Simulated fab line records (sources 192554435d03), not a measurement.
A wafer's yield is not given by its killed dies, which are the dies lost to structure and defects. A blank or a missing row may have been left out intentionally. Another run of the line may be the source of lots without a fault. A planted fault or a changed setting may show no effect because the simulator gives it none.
Chamber matching ; flow n5 finfet ; 4 sister chambers for N5_HKMG_FIN_ALD_74 on ald hk-01
The step deposits La2O3, target thk 0.5 nm, pulse time 6 s, co reactant pulse time 1 s. 22 wafers are shown with their chamber, then 11 later ones without.

## WAFERS, EACH WITH ITS CHAMBER
wafer;chamber;heater power w (W);precursor pulse height rel
L075.2;2;391;1.009
L075.5;3;322;0.992
L075.6;2;378;1.005
L079.1;2;388;1.009
L079.3;1;304;0.994
L079.4;3;328;1.009
L080.2;3;317;1.016
L080.5;1;298;0.982
L080.6;2;390;1.016
L081.1;0;424;1.018
L081.3;3;313;1.043
L081.4;2;381;1.038
L082.2;3;320;1.014
L082.4;2;388;1.008
L082.5;0;431;1.008
L083.1;0;429;0.968
L083.4;3;321;1.045
L083.5;3;323;0.959
L084.1;1;313;1.037
L084.5;1;303;0.985
L084.6;2;374;0.998
L085.2;3;321;1.016

SIGNATURES, as means of the wafers listed above
reading;chamber 0;chamber 1;chamber 2;chamber 3;scatter within a chamber
heater power w;428.00;304.50;384.29;320.62;5.47
precursor pulse height rel;0.99800;0.99950;1.01186;1.01175;0.0231
Rule: a wafer's distance from a chamber is the root of the sum, over the readings, of the square of ((its reading less the chamber's mean) divided by the reading's scatter). If the next closest chamber is less than 2 further off than the closest, the wafer can't be placed; otherwise it belongs to the closest. The scatter: the root of (the sum of the squares of (reading less its chamber's mean) over the shown wafers, divided by (wafers less chambers)).

## WAFERS MISSING THEIR CHAMBER
wafer;heater power w (W);precursor pulse height rel
L085.3;299;1.039
L085.4;427;1.005
L095.1;386;0.999
L095.4;306;0.993
L095.6;310;0.972
L096.2;302;1.019
L096.4;317;1.002
L096.5;417;1.027
L097.3;309;1.012
L097.5;411;0.994
L097.6;299;1.013

## CHAMBER TAKEN BY EACH
wafer;from the rows above;in truth
L085.3;1;1
L085.4;0;0
L095.1;2;2
L095.4;1;1
L095.6;can't be placed: 1 or 3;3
L096.2;1;1
L096.4;can't be placed: 3 or 1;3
L096.5;0;0
L097.3;can't be placed: 1 or 3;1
L097.5;can't be placed: 0 or 2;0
L097.6;1;1
Placed correctly: 7 of 11. From these rows, 4 cannot be placed; in 4 the true chamber is one of the candidates. Wrongly placed: 0.
